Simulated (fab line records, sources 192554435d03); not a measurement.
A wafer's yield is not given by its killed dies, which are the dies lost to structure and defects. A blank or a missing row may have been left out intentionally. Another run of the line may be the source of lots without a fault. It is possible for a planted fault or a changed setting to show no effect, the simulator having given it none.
fab line records	flow n5Finfet
record: lots: 9	wafers: 27	lastDay: 19
route steps=1938 shown FIN_SAQP@112 BEOL_M4@1111 PASSIVATION@1936
lots that met no fault: taken from a fault-free run of the same line
startH: hours from the record's first day to the start of the lot's first wafer shown	waitH: hours from the lot's prior step to this one	" the same as in the row above	L1.1+2: several wafers, shown together as one row	- value missing, or start not given	* or withheld: withheld	< > ~ a bound
route shown NAME@n: names a module that has steps shown in the file, with the first one's number in the route	usual: average and standard deviation across the fault-free wafers	same: alike in all rows	chamber/n: place in a boat	sites: readings site by site	_std_site: how widely they spread, as a standard deviation	_edge_site: outer sites' mean less inner sites'	radiusMm: how far each site lies from the wafer's centre	mask NAME#n: copy n	behind: the most recent tool/chamber to have shaped the wafer	hold: why the lot was held/for how many hours/how that ended	device: names the non-switching transistor (n, p or np)	end of line: tests of these same wafers at the route's end	step lacking rows: just its recipe	killed: not the wafer's yield, but the dies lost to structure and defects at the first sort	map: a wafer's dies, x killed, . not, _ none there
set.NAME: setting as actually run; set.NAME@STEP: the setting as run at that earlier step	model.NAME: the simulator's own value behind a step, which no gauge read
route steps across a sampled set of lots; one table per step, one row per wafer
services: a tool's chamber out of use, with start hour (startH, from the record's first day; less than 0 if before it), hours out, and reason
== steps ==
step: N5_FIN_SAQP_OVL_MEAS_17
recipe: pointsPerWafer: 44
usual: FIN_CORE_OVL: -0.2/0.84
lot.wafer	tool	chamber	startH	waitH	FIN_CORE_OVL[nm]
L284.2	overlay-01	0	39.94	0.0	0.0
L284.3	"	0	"	"	0.6
L284.5	"	0	"	"	0.0
L286.1	overlay-01	0	51.78	0.0	-0.8
L286.3	"	0	"	"	-2.0
L286.4	"	0	"	"	-1.5
L287.3	overlay-01	0	58.52	0.0	-1.1
L287.4	"	0	"	"	-2.0
L287.5	"	0	"	"	-0.2
L297.1	overlay-01	0	117.58	0.0	-0.3
L297.2	"	0	"	"	0.0
L297.4	"	0	"	"	-0.4
L298.2	overlay-01	0	123.38	0.0	0.4
L298.4	"	0	"	"	0.2
L298.5	"	0	"	"	1.3
L299.1	overlay-02	0	129.53	0.0	-1.2
L299.2	"	0	"	"	-0.3
L299.3	"	0	"	"	0.1
L301.2	overlay-01	0	141.50	0.0	1.3
L301.3	"	0	"	"	1.0
L301.4	"	0	"	"	1.1
L303.2	overlay-02	0	153.42	0.0	0.9
L303.3	"	0	"	"	1.1
L303.5	"	0	"	"	0.9
L304.2	overlay-02	0	160.23	0.0	0.1
L304.4	"	0	"	"	1.0
L304.6	"	0	"	"	0.5
step: N5_FIN_SAQP_SPACER1_ETCHBACK_25
recipe: chemistry: CHF3/O2	mode: anisotropicEtchback	target: SiO2	targetDepthA: 244	timeS: 12.2	pressureMtorr: 30	sourceW: 650	biasW: 170	Ar_flow_sccm: 200	CHF3_flow_sccm: 50	O2_flow_sccm: 5	ionEnergyEv: 200
usual: CHF3_flow_sccm: 50.01/0.15	O2_flow_sccm: 5.000/0.016	drypumpMotorCurrentA: 5.50/0.24	oesProductAu: 0.75/0.074	rfFwdPowerW: 646.3/2.2	rfVppV: 520/7.2	showerheadPlenumPTorr: 2.37/0.071	throttleValvePct: 18.84/0.13
lot.wafer	tool	chamber	startH	waitH	CHF3_flow_sccm	O2_flow_sccm	drypumpMotorCurrentA	oesProductAu	rfFwdPowerW	rfHoursCounterH	rfVppV	showerheadPlenumPTorr	throttleValvePct
L284.2	rieDiel-01	2	41.80	0.4	49.92	4.986	5.78	0.77	647.9	146	518	2.32	18.95
L284.3	"	1	"	"	49.91	5.028	5.65	0.71	647.6	176	532	2.30	18.81
L284.5	"	0	"	"	49.96	5.036	5.33	0.73	645.1	-	525	2.50	18.79
L286.1	rieDiel-04	2	54.53	0.4	-	-	-	-	-	-	-	-	-
L286.3	"	1	"	"	-	-	-	-	-	-	-	-	-
L286.4	"	3	"	"	-	-	-	-	-	-	-	-	-
L287.3	rieDiel-04	0	60.40	0.4	-	-	-	-	-	-	-	-	-
L287.4	"	1	"	"	-	-	-	-	-	-	-	-	-
L287.5	"	0	"	"	-	-	-	-	-	-	-	-	-
L297.1	rieDiel-01	1	120.85	0.4	49.92	5.004	5.62	0.70	648.4	196	531	2.30	18.83
L297.2	"	3	"	"	49.90	5.026	5.25	0.94	645.3	7	510	2.35	18.58
L297.4	"	0	"	"	50.17	5.008	5.34	0.70	645.8	183	523	2.49	18.84
L298.2	rieDiel-01	1	125.27	0.4	50.16	4.991	5.62	0.69	645.0	198	530	2.30	18.85
L298.4	"	2	"	"	50.18	4.976	5.78	0.73	644.7	180	519	2.31	19.00
L298.5	"	1	"	"	50.23	4.997	5.63	0.70	642.5	-	531	2.30	18.85
L299.1	rieDiel-01	2	131.61	0.4	49.86	4.992	5.78	0.73	648.6	182	518	2.31	19.02
L299.2	"	1	"	"	50.16	5.011	5.63	0.69	648.4	200	532	2.30	18.85
L299.3	"	3	"	"	50.14	4.982	5.23	0.93	644.8	11	510	2.34	18.57
L301.2	rieDiel-04	2	143.63	0.4	50.10	4.984	5.39	0.68	645.6	235	519	2.37	18.74
L301.3	"	3	"	"	50.06	5.003	5.24	0.75	648.2	158	523	2.40	18.81
L301.4	"	0	"	"	49.98	5.005	5.52	0.72	643.7	204	510	2.39	18.81
L303.2	rieDiel-04	1	155.94	0.6	49.96	4.988	5.90	0.72	643.3	200	524	2.31	18.93
L303.3	"	0	"	"	49.90	5.012	5.50	0.72	642.3	208	511	2.39	18.82
L303.5	"	0	"	"	49.99	4.976	5.54	0.71	644.9	-	510	2.39	18.82
L304.2	rieDiel-04	2	162.28	0.4	49.93	5.006	5.37	0.69	647.8	243	518	2.36	18.76
L304.4	"	1	"	"	50.20	4.976	5.93	0.72	650.5	202	523	2.31	18.94
L304.6	"	2	"	"	49.70	5.018	5.41	0.68	649.0	-	519	2.36	18.76
step: N5_FIN_SAQP_MANDREL1_REMOVE_56
recipe: chemistry: HBr/Cl2/O2	btTimeS: 10	target: a-Si	stopOn: SiNx	endpoint: OES-SiCl	overEtchFrac: 1	icpW: 600	biasW: 22	HBr_flow_sccm: 150	Cl2_flow_sccm: 80	O2_flow_sccm: 5	pressureMtorr: 10
usual: drypumpMotorCurrentA: 5.6/0.47	oesProductAu: 1.005/0.01	rfFwdPowerW: 597.0/2.2	throttleValvePct: 36.6/0.37
same: overEtchFrac: 1
lot.wafer	tool	chamber	startH	waitH	drypumpMotorCurrentA	oesProductAu	rfFwdPowerW	rfHoursCounterH	throttleValvePct
L284.2	rieSi-05	3	41.90	0.1	6.8	1.028	597.5	123	36.4
L284.3	"	1	"	"	5.9	0.987	597.1	8	36.6
L284.5	"	2	"	"	6.2	0.992	597.6	-	36.7
L286.1	rieSi-06	3	54.62	0.1	5.3	0.374	599.1	104	37.2
L286.3	"	1	"	"	5.3	0.383	599.4	131	37.2
L286.4	"	2	"	"	5.1	0.372	595.4	11	36.2
L287.3	rieSi-05	1	60.49	0.1	5.8	0.371	598.1	8	36.7
L287.4	"	0	"	"	5.2	0.371	599.5	95	36.2
L287.5	"	1	"	"	5.8	0.375	598.6	-	36.6
L297.1	rieSi-06	2	120.94	0.1	5.0	0.991	596.6	13	36.2
L297.2	"	3	"	"	5.3	0.994	594.6	105	37.2
L297.4	"	2	"	"	5.0	0.996	594.0	-	36.2
L298.2	rieSi-06	3	125.36	0.1	5.3	1.005	596.8	105	37.2
L298.4	"	3	"	"	5.3	1.001	597.1	-	37.2
L298.5	"	1	"	"	5.3	1.003	600.1	-	37.2
L299.1	rieSi-02	2	131.70	0.1	5.9	1.014	595.7	22	36.6
L299.2	"	0	"	"	5.2	0.997	595.6	24	36.6
L299.3	"	3	"	"	5.4	1.007	600.0	24	36.2
L301.2	rieSi-05	1	143.72	0.1	5.9	0.997	595.5	10	36.6
L301.3	"	3	"	"	6.8	1.025	597.9	125	36.4
L301.4	"	2	"	"	6.2	0.992	600.4	42	36.7
L303.2	rieSi-02	1	156.03	0.1	5.5	1.016	594.6	175	36.3
L303.3	"	2	"	"	5.9	1.010	597.6	23	36.6
L303.5	"	3	"	"	5.4	0.999	599.7	-	36.2
L304.2	rieSi-02	0	162.36	0.1	5.2	0.995	593.3	24	36.6
L304.4	"	1	"	"	5.5	1.019	595.5	176	36.3
L304.6	"	3	"	"	5.4	1.007	597.9	-	36.2
step: N5_FIN_SAQP_CD_MEAS_27
recipe: targetCdNm: 20	landingEnergyEv: 1000	detector: seInlens	polarity: line
usual: cdNm: 20.29/0.26
lot.wafer	tool	chamber	startH	waitH	cdNm
L284.2	cdSem-03	0	42.01	0.1	20.18
L284.3	"	0	"	"	20.04
L284.5	"	0	"	"	20.11
L286.1	cdSem-02	0	54.73	0.1	-
L286.3	"	0	"	"	-
L286.4	"	0	"	"	-
L287.3	cdSem-02	0	60.61	0.1	-
L287.4	"	0	"	"	-
L287.5	"	0	"	"	-
L297.1	cdSem-03	0	121.05	0.1	20.55
L297.2	"	0	"	"	20.30
L297.4	"	0	"	"	20.20
L298.2	cdSem-03	0	125.47	0.1	20.27
L298.4	"	0	"	"	20.38
L298.5	"	0	"	"	20.46
L299.1	cdSem-03	0	131.81	0.1	20.06
L299.2	"	0	"	"	20.27
L299.3	"	0	"	"	20.47
L301.2	cdSem-03	0	143.83	0.1	20.38
L301.3	"	0	"	"	20.02
L301.4	"	0	"	"	20.22
L303.2	cdSem-02	0	156.14	0.1	20.56
L303.3	"	0	"	"	19.87
L303.5	"	0	"	"	20.02
L304.2	cdSem-01	0	162.48	0.1	20.37
L304.4	"	0	"	"	20.23
L304.6	"	0	"	"	20.00
step: N5_FIN_SAQP_STRIP_70
recipe: chemistry: N2/H2	powerW: 500	tempC: 40	pressureMtorr: 50	rfFrequencyHz: 6e+07	overashFraction: 0.3	biasPowerW: 28	h2Frac: 0.5	n2FlowSccm: 300	h2FlowSccm: 300
usual: drypumpMotorCurrentA: 5.52/0.29	oesProductAu: 0.76/0.085	rfFwdPowerW: 494.8/2.4	rfVppV: 121.8/0.98	showerheadPlenumPTorr: 3.34/0.11	throttleValvePct: 18.9/0.33
lot.wafer	tool	chamber	startH	waitH	drypumpMotorCurrentA	oesProductAu	rfFwdPowerW	rfHoursCounterH	rfVppV	showerheadPlenumPTorr	throttleValvePct
L284.2	rieDiel-01	2	43.00	0.0	5.77	0.76	497.1	147	121.7	3.22	18.7
L284.3	"	0	"	"	5.33	0.74	495.7	152	123.9	3.49	19.1
L284.5	"	2	"	"	5.76	0.76	495.8	-	120.9	3.22	18.8
L286.1	rieDiel-03	3	55.67	0.0	5.44	0.96	497.9	8	123.8	3.43	18.8
L286.3	"	1	"	"	5.85	0.70	495.2	193	123.2	3.47	19.2
L286.4	"	2	"	"	4.97	0.69	489.8	234	121.1	3.19	19.3
L287.3	rieDiel-04	3	61.65	0.0	5.24	0.77	494.8	132	121.6	3.39	19.2
L287.4	"	0	"	"	5.55	0.74	491.1	177	120.4	3.35	19.3
L287.5	"	0	"	"	5.53	0.75	490.7	-	122.6	3.35	19.3
L297.1	rieDiel-04	3	121.89	0.0	5.25	0.75	496.1	153	121.9	3.38	19.2
L297.2	"	2	"	"	5.42	0.69	499.6	229	120.9	3.31	18.5
L297.4	"	1	"	"	5.93	0.73	496.7	189	120.4	3.21	18.6
L298.2	rieDiel-04	2	126.29	0.0	5.42	0.69	495.6	230	121.5	3.31	18.5
L298.4	"	0	"	"	5.53	0.73	495.5	199	122.1	3.34	19.3
L298.5	"	2	"	"	5.42	0.69	496.9	-	121.5	3.31	18.5
L299.1	rieDiel-01	1	132.63	0.0	5.64	0.69	493.3	201	120.8	3.19	18.7
L299.2	"	3	"	"	5.26	0.94	495.6	11	122.7	3.29	18.2
L299.3	"	2	"	"	5.78	0.73	496.2	183	120.9	3.20	18.8
L301.2	rieDiel-03	3	144.71	0.0	5.44	0.88	495.7	43	122.9	3.42	18.8
L301.3	"	1	"	"	5.85	0.66	492.4	227	121.0	3.46	19.3
L301.4	"	1	"	"	5.87	0.67	491.9	-	122.0	3.46	19.3
L303.2	rieDiel-03	3	157.18	0.0	5.45	0.87	496.0	46	121.2	3.41	18.9
L303.3	"	1	"	"	5.85	0.67	495.1	230	120.5	3.45	19.3
L303.5	"	0	"	"	5.86	0.98	496.5	-	122.4	3.45	18.4
L304.2	rieDiel-04	0	163.32	0.0	5.57	0.73	491.3	210	121.6	3.34	19.3
L304.4	"	3	"	"	5.24	0.76	496.5	166	122.0	3.37	19.3
L304.6	"	2	"	"	5.40	0.68	494.9	-	121.2	3.30	18.5
step: N5_FIN_SAQP_RECESS_71
recipe: chemistry: HF/NH3	target: SiO2	targetDepthA: 30	afsCycles: 1	tempC: 30	sublimationTempC: 180	sublimationTimeS: 60
usual: drypumpMotorCurrentA: 5.7/0.69
lot.wafer	tool	chamber	startH	waitH	drypumpMotorCurrentA
L284.2	vaporEtch-01	0	43.26	0.2	6.5
L284.3	"	1	"	"	4.9
L284.5	"	1	"	"	4.9
L286.1	vaporEtch-02	1	55.73	0.0	6.0
L286.3	"	1	"	"	6.0
L286.4	"	0	"	"	5.1
L287.3	vaporEtch-01	1	61.75	0.1	4.9
L287.4	"	0	"	"	6.5
L287.5	"	0	"	"	6.6
L297.1	vaporEtch-01	0	121.95	0.0	6.5
L297.2	"	1	"	"	4.9
L297.4	"	1	"	"	4.9
L298.2	vaporEtch-02	0	126.35	0.0	5.1
L298.4	"	1	"	"	6.0
L298.5	"	0	"	"	5.1
L299.1	vaporEtch-02	1	132.69	0.0	6.0
L299.2	"	0	"	"	5.1
L299.3	"	0	"	"	5.1
L301.2	vaporEtch-01	1	144.77	0.0	4.9
L301.3	"	1	"	"	4.9
L301.4	"	0	"	"	6.5
L303.2	vaporEtch-01	1	157.24	0.0	4.9
L303.3	"	0	"	"	6.6
L303.5	"	1	"	"	4.9
L304.2	vaporEtch-02	0	163.38	0.0	5.1
L304.4	"	1	"	"	6.0
L304.6	"	0	"	"	5.1
step: N5_BEOL_M4_RC_MEAS_101
usual: DIBL_N: 36.8/1.9	DIBL_P: 36.5/2.1	IOFF_N: 0.17/0.038	IOFF_P: 0.22/0.039	ION_N: 675/12	ION_P: 463/7.4	SS_N: 71.6/0.71	SS_P: 73.4/0.72	VT_N: 249/3.3	VT_P: -250/3.3
lot.wafer	tool	chamber	startH	waitH	DIBL_N[mV/V]	DIBL_P[mV/V]	IOFF_N[nA/um]	IOFF_P[nA/um]	ION_N[uA/um]	ION_P[uA/um]	SS_N[mV/dec]	SS_P[mV/dec]	VT_N[mV]	VT_P[mV]
L284.2	prober-01	0	195.36	0.2	34.4	35.3	0.14	0.19	671	453	70.9	73.0	250	-252
L284.3	"	0	"	"	33.6	34.6	0.13	0.18	657	455	71.0	72.9	252	-251
L284.5	"	0	"	"	34.9	35.1	0.15	0.19	670	455	70.8	73.9	253	-251
L297.1	prober-02	0	267.33	0.0	35.6	35.2	0.14	0.21	671	466	71.0	73.7	252	-250
L297.2	"	0	"	"	34.5	34.4	0.13	0.20	668	464	70.7	72.6	255	-246
L297.4	"	0	"	"	35.5	35.4	0.14	0.22	678	467	71.7	73.4	253	-247
L298.2	prober-02	0	292.74	0.2	36.2	35.5	0.13	0.18	676	461	71.8	73.3	253	-256
L298.4	"	0	"	"	38.4	37.3	0.16	0.20	667	454	72.5	73.9	252	-251
L298.5	"	0	"	"	34.2	32.5	0.11	0.14	673	456	71.4	72.3	254	-257
L299.1	prober-01	0	313.53	0.0	41.5	43.1	0.26	0.28	693	473	73.3	75.2	244	-251
L299.2	"	0	"	"	37.3	37.8	0.15	0.19	673	458	71.5	74.0	253	-255
L299.3	"	0	"	"	36.6	36.4	0.14	0.17	672	455	71.4	73.0	254	-256
L301.2	prober-02	0	330.36	0.2	34.5	33.5	0.12	0.15	681	463	70.7	72.4	252	-252
L301.3	"	0	"	"	35.6	34.9	0.13	0.17	677	462	71.7	73.2	254	-253
L301.4	"	0	"	"	36.0	35.2	0.15	0.17	676	456	72.1	73.9	250	-254
L304.2	prober-01	0	333.07	0.2	36.3	35.6	0.14	0.21	661	463	71.8	72.3	252	-248
L304.4	"	0	"	"	36.0	34.3	0.12	0.19	661	462	70.5	72.2	254	-251
L304.6	"	0	"	"	35.1	33.1	0.12	0.18	654	457	70.5	72.3	254	-250
L303.2	prober-02	0	337.79	0.2	38.5	38.1	0.20	0.25	698	472	72.2	73.8	244	-247
L303.3	"	0	"	"	41.7	40.6	0.28	0.31	685	470	72.6	74.5	242	-245
L303.5	"	0	"	"	36.9	34.9	0.16	0.20	680	465	71.7	73.5	250	-251
step: N5_PASSIVATION_PROBE_49
usual: killed_at_M0_to_M3: 33/11	killed_at_M4_up: 15/6.2	killedAtContacts: 13/6.5	killedAtFrontEnd: 38/11	killedAtOther: 3.4/2.6	killedDies: 102/17	killedOnRim: 13/4.1	killedOpen: 67/12	killedShort: 34/7.9
same: grossDies: 1180	killedAtBackSide: 0
lot.wafer	tool	chamber	startH	waitH	killed_at_M0_to_M3	killed_at_M4_up	killedAtContacts	killedAtFrontEnd	killedAtOther	killedDies	killedOnRim	killedOpen	killedShort
L286.1	prober-01	-	304.36	0.0	36	7	15	1120	2	1180	152	64	31
L286.3	prober-01	-	304.46	0.1	23	15	2	1139	1	1180	152	44	27
L286.4	prober-01	-	304.51	0.2	33	18	3	1123	3	1180	152	51	43
L287.3	prober-01	-	346.12	0.1	60	11	14	1090	5	1180	152	75	43
L287.4	prober-01	-	346.17	0.2	46	10	18	1097	9	1180	152	81	30
L287.5	prober-01	-	346.22	0.2	47	18	21	1088	6	1180	152	84	34
killed by level:class
L286.1 FIN_SAQP:areaEtchback=1084 BEOL_M0_SAQP:geometricParticle:open=15 MOL_CONTACT_COAG:geometricParticle:open=14 BEOL_M0_SAQP:geometricParticle:short=9 STI_FIN_REVEAL:geometricParticle:open=8 STI_FIN_REVEAL:geometricParticle:short=6 GATE_CUT:geometricParticle:short=6 BEOL_M3:geometricParticle:open=5
L286.3 FIN_SAQP:areaEtchback=1107 BEOL_M3:geometricParticle:open=9 GATE_CUT:geometricParticle:short=6 STI_FIN_REVEAL:geometricParticle:open=5 DUMMY_GATE:geometricParticle:open=5 BEOL_M4:geometricParticle:open=5 BEOL_M4:geometricParticle:short=4 DUMMY_GATE:geometricParticle:short=3
L286.4 FIN_SAQP:areaEtchback=1086 BEOL_M4:geometricParticle:open=12 BEOL_M0_SAQP:geometricParticle:short=10 GATE_CUT:geometricParticle:short=8 STI_FIN_REVEAL:geometricParticle:open=7 BEOL_M0_SAQP:geometricParticle:open=7 STARTING-WAFER:geometricParticle:short=6 BEOL_M2:geometricParticle:open=5
L287.3 FIN_SAQP:areaEtchback=1062 BEOL_M0_SAQP:geometricParticle:short=15 BEOL_M0_SAQP:geometricParticle:open=13 MOL_CONTACT_COAG:geometricParticle:open=12 BEOL_M1:geometricParticle:open=9 BEOL_M2:geometricParticle:open=9 BEOL_M4:geometricParticle:open=6 STARTING-WAFER:geometricParticle:short=6
L287.4 FIN_SAQP:areaEtchback=1069 MOL_CONTACT_COAG:geometricParticle:open=15 BEOL_M0_SAQP:geometricParticle:open=14 BEOL_M1:geometricParticle:open=11 FIN_SAQP:geometricParticle:open=10 BEOL_M0_SAQP:geometricParticle:short=7 BEOL_M3:geometricParticle:open=6 STI_FIN_REVEAL:geometricParticle:open=5
L287.5 FIN_SAQP:areaEtchback=1061 MOL_CONTACT_COAG:geometricParticle:open=16 BEOL_M0_SAQP:geometricParticle:open=13 BEOL_M0_SAQP:geometricParticle:short=11 BEOL_M4:geometricParticle:open=11 BEOL_M3:geometricParticle:open=8 STARTING-WAFER:geometricParticle:open=7 BEOL_M2:geometricParticle:open=6
== services ==
tool	chamber	startH	hours	kind
rieDiel-03	0	17.95	3.1	repair
rieSi-02	-	17.97	0.2	repair
rieSi-02	-	19.08	2.8	pm
rieSi-06	2	20.00	4.4	repair
rieDiel-04	3	31.04	2.3	repair
rieDiel-01	-	37.50	1.2	repair
vaporEtch-02	0	39.04	7.7	repair
rieDiel-04	-	48.86	2.8	pm
rieSi-05	2	52.13	2.3	repair
rieDiel-04	0	55.90	3.5	repair
rieDiel-01	-	59.04	2.4	repair
rieSi-05	-	59.63	0.4	repair
rieSi-05	0	69.78	14.4	repair
rieDiel-01	3	71.90	8.0	repair
vaporEtch-02	-	74.34	0.4	repair
rieSi-06	0	82.82	81.4	repair
rieDiel-01	1	97.91	3.7	repair
vaporEtch-02	-	98.77	2.3	repair
rieSi-02	0	102.44	4.2	repair
rieSi-05	2	111.77	4.0	repair
rieDiel-01	0	130.07	9.3	repair
rieDiel-01	-	130.59	0.9	repair
rieSi-05	-	135.20	2.8	pm
rieSi-02	1	146.42	1.5	repair
== key ==
firstSign: step: N5_FIN_SAQP_SPACER1_ETCHBACK_25	reading: toolRecord	direction: missing
effect: step: N5_FIN_SAQP_MANDREL1_REMOVE_56	reading: oesProductAu	direction: down	sigmas: 62	usual: 1.005	struck: 0.374
effect: step: N5_FIN_SAQP_CD_MEAS_27	reading: cdNm	direction: missing
effect: step: N5_PASSIVATION_PROBE_49	reading: killedAtFrontEnd	direction: up	sigmas: 99+	usual: 38	struck: 1110
moreKillsBornAt: N5_FIN_SAQP_SPACER1_ETCHBACK_25@rieDiel-04: 6469
metAt N5_FIN_SAQP_SPACER1_ETCHBACK_25
struckLots L286,L287
laterRowsLeftOut L286.1,L286.3,L286.4,L287.3,L287.4,L287.5
testerLeftOut L286,L287
notActingAt N5_FIN_SAQP_OVL_MEAS_17,N5_FIN_SAQP_STRIP_70,N5_FIN_SAQP_RECESS_71
fault: kind: skippedStepWhole	tool: rieDiel-04	chamber: -	onsetH: 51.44	steps: N5_FIN_SAQP_SPACER1_ETCHBACK_25	scope: struckLotsOnly
testerLeftOut: of these lots the tester's yield and bins aren't shown, on N5 and GAA mostly nor the transistor test; their killed dies are dies lost to structure and defects alone, not to doping, threshold or leakage, so they don't give the yield
laterRowsLeftOut: the simulator's readings of these wafers behind a module that went badly wrong aren't trusted and aren't shown, but for the sort
